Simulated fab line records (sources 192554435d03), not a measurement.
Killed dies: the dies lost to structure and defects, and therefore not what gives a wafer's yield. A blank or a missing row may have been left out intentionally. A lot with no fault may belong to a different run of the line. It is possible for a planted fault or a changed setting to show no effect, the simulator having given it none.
A struck lot beside a sound one + flow n5-finfet + 14 steps out of a route of 1938
Sound: the wafers L522.2, L522.3, L522.5. Wafers struck: L526.1, L526.3, L526.5. The cause comes at the end.
Order at every step that has rows: each side's tool, ch and its chambers, its first start. Under that, the readings that differ: sound wafers + struck wafers + difference of the means + sigmas: that difference in standard deviations of wafers without a fault.
alike: same words and numbers on both sides, and readings whose means sit less than 2 such deviations apart. not compared: any withheld reading, any reading some wafer has no value for, any bound like >300 that may hide the same value, and any number with overlapping values for which the record gives no deviation.
Wherever a step has rows on one side only, a row that says differs or no value, or a row with sigmas, the two part there. When numbers do not overlap yet have no deviation, they are printed without sigmas and do not part them. A reading missing from all wafers of one side parts the sides only when that side holds two or more wafers.

N5_BEOL_M14_VIA_ETCH_16: etches SiO2 in C4F8/O2/Ar, target depth 1231.3 nm.
  sound on rie-diel-04 ch 0,1,2, day 12 21:03; struck on rie-diel-04 ch 1,3, day 13 11:24
  alike: O2_flow_sccm, drypump-motor-current-A, oes-product-au, rf-vpp-V, showerhead-plenum-p-Torr, throttle-valve-pct
N5_BEOL_M14_STRIP_63: strips in O2.
  sound on rie-diel-04 ch 0,1,2; struck on rie-diel-04 ch 1,3
  alike: drypump-motor-current-A, oes-product-au, rf-vpp-V, showerhead-plenum-p-Torr, throttle-valve-pct
  not compared: rf-hours-counter-h
N5_BEOL_M14_STRIP_64: strips in O2.
  sound on rie-diel-04 ch 0,1,2; struck on rie-diel-04 ch 1,3
  alike: drypump-motor-current-A, oes-product-au, rf-vpp-V, showerhead-plenum-p-Torr, throttle-valve-pct
  not compared: rf-hours-counter-h
then, 2 steps without rows for these wafers: N5_BEOL_M14_STRIP_71 (strips in post etch residue remover, time 60 s); N5_BEOL_M14_SRD_72 (time 30 s, dry time 30 s).
N5_BEOL_M14_CD_MEAS_17: the cd target is 250 nm.
  sound on cd-sem-03 at day 12 21:24; struck on cd-sem-02 at day 13 11:45
  alike: cd-nm
then, 6 steps without rows for these wafers: N5_BEOL_M14_COAT_65 (time 60 s, resist thk 450 nm); N5_BEOL_M14_COAT_66 (time 60 s, resist thk 110 nm); N5_BEOL_M14_COAT_22 (resist thk 300 nm); N5_BEOL_M14_EBR_24; N5_BEOL_M14_SOFTBAKE_23 (time 60 s); N5_BEOL_M14_EXPOSE_25 (exposes mask M14, target cd 280 nm).
N5_BEOL_M14_PEB_26: peb time 90 s.
  sound on litho-track-02 ch 0, day 12 21:37; struck on litho-track-04, day 13 11:58
  no value came back on the struck wafers for chill-plate-temp-C (C), exhaust-pa (Pa), resist-line-temp-C (C); on the sound wafers chill-plate-temp-C (C) reads 22.97 22.91 22.95
then, 1 step without rows for these wafers: N5_BEOL_M14_DEVELOP_27 (develop time 45 s).

## WHERE THEY PART
N5_BEOL_M14_PEB_26 only, going by this record.

WHY: the cause the simulator had injected
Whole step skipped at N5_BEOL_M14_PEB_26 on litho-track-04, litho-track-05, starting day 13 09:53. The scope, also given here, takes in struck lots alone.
